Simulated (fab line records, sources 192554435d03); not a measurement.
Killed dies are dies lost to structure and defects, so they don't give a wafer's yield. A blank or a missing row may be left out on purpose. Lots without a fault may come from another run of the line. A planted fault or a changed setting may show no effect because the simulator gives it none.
Chamber matching | flow n5_finfet | N5_BEOL_M7_ILD_DEP_00 on pecvd-01: 3 sister chambers
The step deposits SiCOH lowk from DEMS/porogen, target thk 179.75 nm, time 33.4 s. 3 wafers are shown with their chamber, then 11 later ones without.

WAFERS WITH THEIR CHAMBER
wafer  | chamber | throttle_valve_pct (%)
L089.3 | 1       | 14.5
L089.6 | 2       | 12.8
L090.2 | 0       | 13.4

WAFERS WITHOUT THEIR CHAMBER
wafer  | throttle_valve_pct (%)
L090.4 | 13.5
L090.6 | 14.7
L093.2 | 14.4
L093.4 | 13.6
L093.5 | 14.7
L096.2 | 14.8
L096.4 | 12.7
L096.6 | 14.4
L097.2 | 14.5
L097.3 | 13.4
L097.5 | 14.8

WHICH CHAMBER EACH WENT THROUGH
wafer  | from the rows above | in truth
L090.4 | 0                   | 0
L090.6 | 1                   | 1
L093.2 | 1                   | 1
L093.4 | 0                   | 0
L093.5 | 1                   | 1
L096.2 | 1                   | 1
L096.4 | 2                   | 2
L096.6 | 1                   | 1
L097.2 | 1                   | 1
L097.3 | 0                   | 0
L097.5 | 1                   | 1
Placed correctly: 11 of 11. Can't be placed from these rows: 0. Placed wrongly: 0.
How it was worked out, from the rows above alone: a wafer's distance from a chamber is the root of the sum, over the readings, of the square of ((its reading less the chamber's mean) divided by the reading's scatter). The wafer belongs to the nearest chamber; if the next one is less than 2 further off, it can't be placed. A chamber's mean is the mean of its shown wafers. The scatter: with one shown wafer a chamber, the root of the mean of the squares of how far each hidden wafer lies from its nearest shown one.
